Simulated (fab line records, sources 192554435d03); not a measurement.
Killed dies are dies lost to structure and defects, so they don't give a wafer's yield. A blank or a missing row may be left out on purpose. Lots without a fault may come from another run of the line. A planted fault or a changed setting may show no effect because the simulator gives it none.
Chamber matching | flow n5_finfet | N5_MOL_CONTACT_COAG_ETCH_110 on rie_diel-01: 4 sister chambers
The step etches Si in CF4/O2, target depth 2.5 nm, time 8 s. 7 wafers are shown with their chamber, then 7 later ones without.

WAFERS WITH THEIR CHAMBER
wafer  | chamber | showerhead_plenum_p_Torr (Torr) | drypump_motor_current_A (A)
L082.3 | 3       | 2.28                            | 6.5
L088.4 | 0       | 2.32                            | 6.3
L093.1 | 0       | 2.31                            | 6.2
L093.2 | 1       | 2.12                            | 5.8
L093.3 | 2       | 2.35                            | 5.2
L093.4 | 2       | 2.35                            | 5.2
L093.5 | 1       | 2.12                            | 5.8

WAFERS WITHOUT THEIR CHAMBER
wafer  | showerhead_plenum_p_Torr (Torr) | drypump_motor_current_A (A)
L093.6 | 2.31                            | 6.4
L095.2 | 2.31                            | 6.3
L095.4 | 2.31                            | 6.3
L095.6 | 2.27                            | 6.6
L097.1 | 2.38                            | 5.8
L097.2 | 2.34                            | 5.2
L097.3 | 2.27                            | 6.5

WHICH CHAMBER EACH WENT THROUGH
wafer  | from the rows above | in truth
L093.6 | 0                   | 0
L095.2 | 0                   | 0
L095.4 | 0                   | 0
L095.6 | 3                   | 3
L097.1 | 2                   | 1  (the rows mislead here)
L097.2 | 2                   | 2
L097.3 | 3                   | 3
Placed correctly: 6 of 7. Can't be placed from these rows: 0. Placed wrongly: 1.
How it was worked out, from the rows above alone: a wafer's distance from a chamber is the root of the sum, over the readings, of the square of ((its reading less the chamber's mean) divided by the reading's scatter). The wafer belongs to the nearest chamber; if the next one is less than 2 further off, it can't be placed. A chamber's mean is the mean of its shown wafers. The scatter: the root of (the sum of the squares of (reading less its chamber's mean) over the shown wafers, divided by (wafers less chambers)).
